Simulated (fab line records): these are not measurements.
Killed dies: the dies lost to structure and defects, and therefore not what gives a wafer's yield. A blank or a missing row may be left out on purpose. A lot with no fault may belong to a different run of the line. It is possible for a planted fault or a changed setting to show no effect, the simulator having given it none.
Which of the tools did it? | flow nandHarc | 13 lots, 36 wafers sampled, at 5 steps of a route of 1159

## WHAT THE GAUGES READ, wafer by wafer
NHARC_END_SORT_01. Usual: killedAtArray 30, standard deviation 10; killedAtOther 0.5, standard deviation 0.82; killedAtPeriphery 2.9, standard deviation 2; killedDies 34, standard deviation 11; killedOpen 3.2, standard deviation 1.8; killedShort 2.0, standard deviation 1.4.
lot  | measured     | on        | killedAtArray | killedAtOther | killedAtPeriphery | killedDies | killedOpen | killedShort | flag
L563 | day 21 02:38 | prober-01 | 672 661       | 1 5           | 4 11              | 677 677    | 4 5        | 2 1         | OFF
L567 | day 21 23:20 | prober-01 | 674 674       | 0 1           | 3 2               | 677 677    | 5 2        | 5 1         | OFF
L566 | day 22 12:01 | prober-02 | 40 673        | 0 0           | 3 4               | 43 677     | 8 4        | 1 1         | OFF

## WHICH TOOL RAN EACH LOT (tool, then ch and the chambers of the sampled wafers, then the start)
lot  | NHARC_A_SLIT_ETCH_17            | NHARC_A_WL_FILL_ALD_02             | NHARC_A_WL_FILL_ETCHBACK_16       | NHARC_A_WL_FILL_ALD_19
L557 | harEtch-02 ch 0,1, day 13 21:14 | aldMetal-02 ch 0,3, day 14 08:15   | rieDiel-11 ch 0,3, day 15 03:31   | aldMetal-04 ch 2,3, day 15 09:11
L560 | harEtch-02 ch 0,1, day 14 19:04 | aldMetal-04 ch 1,2,3, day 15 05:30 | rieDiel-11 ch 0,2, day 15 23:08   | aldMetal-03 ch 0,1, day 16 05:01
L558 | harEtch-02 ch 0, day 14 20:15   | aldMetal-02 ch 1,2, day 15 05:29   | rieDiel-12 ch 0,3, day 15 23:08   | aldMetal-04 ch 1,2,3, day 16 05:00
L562 | harEtch-02 ch 0,1, day 15 12:16 | aldMetal-04 ch 0,1,2, day 15 22:21 | rieDiel-06 ch 0,1,3, day 16 16:14 | aldMetal-04 ch 0,2,3, day 16 21:49
L563 | harEtch-01 ch 1, day 16 06:39   | aldMetal-04 ch 0,1, day 16 17:21   | rieDiel-12 ch 1,3, day 17 08:12   | aldMetal-04 ch 1,2, day 17 14:11
L567 | harEtch-02 ch 1, day 16 20:04   | aldMetal-02 ch 0,2, day 17 06:44   | rieDiel-12 ch 0,3, day 18 05:24   | aldMetal-02 ch 0,1, day 18 09:17
L566 | harEtch-02 ch 1, day 16 23:25   | aldMetal-03 ch 1,2, day 17 10:08   | rieDiel-12 ch 0,3, day 19 01:44   | aldMetal-02 ch 1,2, day 19 07:25
L570 | harEtch-02 ch 0,1, day 17 23:40 | aldMetal-04 ch 0,2,3, day 18 10:28 | rieDiel-11 ch 0,1,3, day 19 04:50 | aldMetal-02 ch 0,1,2, day 19 11:01
L569 | harEtch-01 ch 0,1, day 18 00:19 | aldMetal-03 ch 1,2,3, day 18 10:36 | rieDiel-06 ch 1,3, day 19 05:23   | aldMetal-04 ch 0,2,3, day 19 11:02
L571 | harEtch-02 ch 0,1, day 18 01:21 | aldMetal-02 ch 1,3, day 18 10:44   | rieDiel-11 ch 0,1, day 19 09:19   | aldMetal-02 ch 0,2,3, day 19 15:18
L573 | harEtch-01 ch 0,1, day 18 04:14 | aldMetal-02 ch 0,3, day 18 15:12   | rieDiel-06 ch 0,2,3, day 19 09:17 | aldMetal-02 ch 0,3, day 19 15:09
L577 | harEtch-01 ch 0,1, day 19 12:30 | aldMetal-02 ch 0,1,3, day 19 21:29 | rieDiel-06 ch 0,1,2, day 20 17:05 | aldMetal-02 ch 0,1,2, day 20 22:36
L579 | harEtch-02 ch 0,1, day 20 08:40 | aldMetal-04 ch 1,3, day 20 17:48   | rieDiel-06 ch 0,1,3, day 21 10:47 | aldMetal-02 ch 0,3, day 21 14:35
- NHARC_A_SLIT_ETCH_17: etches the open film in C4F8/O2/Ar, time 1687.5 s, target depth 10100 nm.
- NHARC_A_WL_FILL_ALD_02: deposits TiN, target thk 2 nm, pulse time 3 s, ald cycles 100.
- NHARC_A_WL_FILL_ETCHBACK_16: etches the open film in C4F8/O2/Ar, target depth 88 nm, time 17.6 s.
- NHARC_A_WL_FILL_ALD_19: deposits TiN, target thk 2 nm, pulse time 3 s, ald cycles 100.

## AS READ BY THE TOOLS THEMSELVES (means over the sampled wafers that have a number; for cases with no such wafer, the mark the record gives instead)
NHARC_A_SLIT_ETCH_17. Usual: drypumpMotorCurrentA 6.2 A, standard deviation 0.33; showerheadPlenumPTorr 3.69 Torr, standard deviation 0.16; throttleValvePct 32.046 %, standard deviation 0.0098.
lot  | tool       | drypumpMotorCurrentA (A) | showerheadPlenumPTorr (Torr) | throttleValvePct (%) | flag
L557 | harEtch-02 | 6.3                      | 3.60                         | 32.047               | 
L560 | harEtch-02 | 6.3                      | 3.60                         | 32.041               | 
L558 | harEtch-02 | 6.1                      | 3.47                         | 32.037               | 
L562 | harEtch-02 | 6.3                      | 3.59                         | 32.048               | 
L563 | harEtch-01 | 5.7                      | 3.79                         | 32.037               | 
L567 | harEtch-02 | 6.6                      | 3.83                         | 32.041               | 
L566 | harEtch-02 | 6.6                      | 3.83                         | 32.052               | 
L570 | harEtch-02 | 6.4                      | 3.70                         | 32.049               | 
L569 | harEtch-01 | 5.8                      | 3.78                         | 32.047               | 
L571 | harEtch-02 | 6.3                      | 3.58                         | 32.039               | 
L573 | harEtch-01 | 5.8                      | 3.78                         | 32.050               | 
L577 | harEtch-01 | 5.9                      | 3.77                         | 32.049               | 
L579 | harEtch-02 | 6.4                      | 3.69                         | 32.040               | 

NHARC_A_WL_FILL_ALD_02. Usual: heaterPowerW 1108 W, standard deviation 84; precursorPulseHeightRel 1.001, standard deviation 0.02.
lot  | tool        | heaterPowerW (W) | precursorPulseHeightRel | flag
L557 | aldMetal-02 | 1112             | 0.988                   | 
L560 | aldMetal-04 | 1059             | 1.010                   | 
L558 | aldMetal-02 | 1186             | 0.996                   | 
L562 | aldMetal-04 | 1114             | 0.996                   | 
L563 | aldMetal-04 | 1126             | 0.994                   | 
L567 | aldMetal-02 | 1038             | 1.018                   | 
L566 | aldMetal-03 | 1084             | 1.026                   | 
L570 | aldMetal-04 | 1092             | 0.995                   | 
L569 | aldMetal-03 | 1087             | 1.001                   | 
L571 | aldMetal-02 | 1201             | 1.017                   | 
L573 | aldMetal-02 | 1164             | 1.005                   | 
L577 | aldMetal-02 | 1140             | 1.029                   | 
L579 | aldMetal-04 | 1096             | 1.001                   | 

NHARC_A_WL_FILL_ETCHBACK_16. Usual: oesProductAu 0.99 a.u., standard deviation 0.032; rfVppV 724 V, standard deviation 3.9; runLengthS 38.8 s, standard deviation 0.4.
lot  | tool       | oesProductAu (a.u.) | rfVppV (V) | runLengthS (s) | flag
L557 | rieDiel-11 | 1.00                | 722        | 38.5           | 
L560 | rieDiel-11 | 0.98                | 722        | 39.0           | 
L558 | rieDiel-12 | 0.93                | 726        | 38.6           | 
L562 | rieDiel-06 | 0.99                | 726        | 38.8           | 
L563 | rieDiel-12 | 1.03                | 728        | 24.4           | OFF
L567 | rieDiel-12 | 0.98                | 725        | 24.2           | OFF
L566 | rieDiel-12 | 1.02                | 726        | 31.6           | OFF
L570 | rieDiel-11 | 1.01                | 721        | 38.6           | 
L569 | rieDiel-06 | 1.00                | 725        | 38.4           | 
L571 | rieDiel-11 | 1.00                | 721        | 38.3           | 
L573 | rieDiel-06 | 1.00                | 727        | 39.1           | 
L577 | rieDiel-06 | 1.01                | 727        | 38.5           | 
L579 | rieDiel-06 | 1.00                | 724        | 38.8           | 

NHARC_A_WL_FILL_ALD_19. Usual: heaterPowerW 1097 W, standard deviation 90; precursorPulseHeightRel 1.002, standard deviation 0.02.
lot  | tool        | heaterPowerW (W) | precursorPulseHeightRel | flag
L557 | aldMetal-04 | 1086             | 0.988                   | 
L560 | aldMetal-03 | 1060             | 1.001                   | 
L558 | aldMetal-04 | 1087             | 0.990                   | 
L562 | aldMetal-04 | 1095             | 1.015                   | 
L563 | aldMetal-04 | 1100             | 1.000                   | 
L567 | aldMetal-02 | 1054             | 1.013                   | 
L566 | aldMetal-02 | 1139             | 1.001                   | 
L570 | aldMetal-02 | 1085             | 1.016                   | 
L569 | aldMetal-04 | 1102             | 1.009                   | 
L571 | aldMetal-02 | 1121             | 0.985                   | 
L573 | aldMetal-02 | 1062             | 1.010                   | 
L577 | aldMetal-02 | 1083             | 1.018                   | 
L579 | aldMetal-02 | 1082             | 0.999                   | 

## THE ANSWER, worked out from the rows above alone
Rule: lot off if the mean of its wafers having a number is beyond 3 standard deviations from the usual mean. Also off: a lot with no number at a reading for which 4 or more lots have one. Where the step has rows for the other lots, those lots are counted as sound. Order of review: gauges by route order, followed by the tools' own readings, for which a lot's mean as printed above is used. At the first step where some lot is off, the reading lying furthest off is the one used; lots without a number count as furthest.
Off at NHARC_END_SORT_01 (killedAtArray): L563, L567, L566. Neither off nor sound, because the step has no rows for them: L557, L560, L558, L562, L570, L569, L571, L573, L577, L579.
A tool fits if, at a process step before that reading, it ran every lot that is off, and no sound lot after the first of them. The gauges at NHARC_END_SORT_01 aren't tried: what is off there is off at NHARC_A_WL_FILL_ETCHBACK_16 too, on other tools, and a gauge's error can't cause that. One fits: NHARC_A_WL_FILL_ETCHBACK_16 on rieDiel-12. It ran no sound lot before its first lot that is off in this sample, so the start can't be narrowed down.

## WHAT THE SIMULATOR HAD PUT IN
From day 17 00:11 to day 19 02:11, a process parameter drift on rieDiel-12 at NHARC_A_WL_FILL_ETCHBACK_16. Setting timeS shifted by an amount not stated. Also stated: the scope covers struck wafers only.
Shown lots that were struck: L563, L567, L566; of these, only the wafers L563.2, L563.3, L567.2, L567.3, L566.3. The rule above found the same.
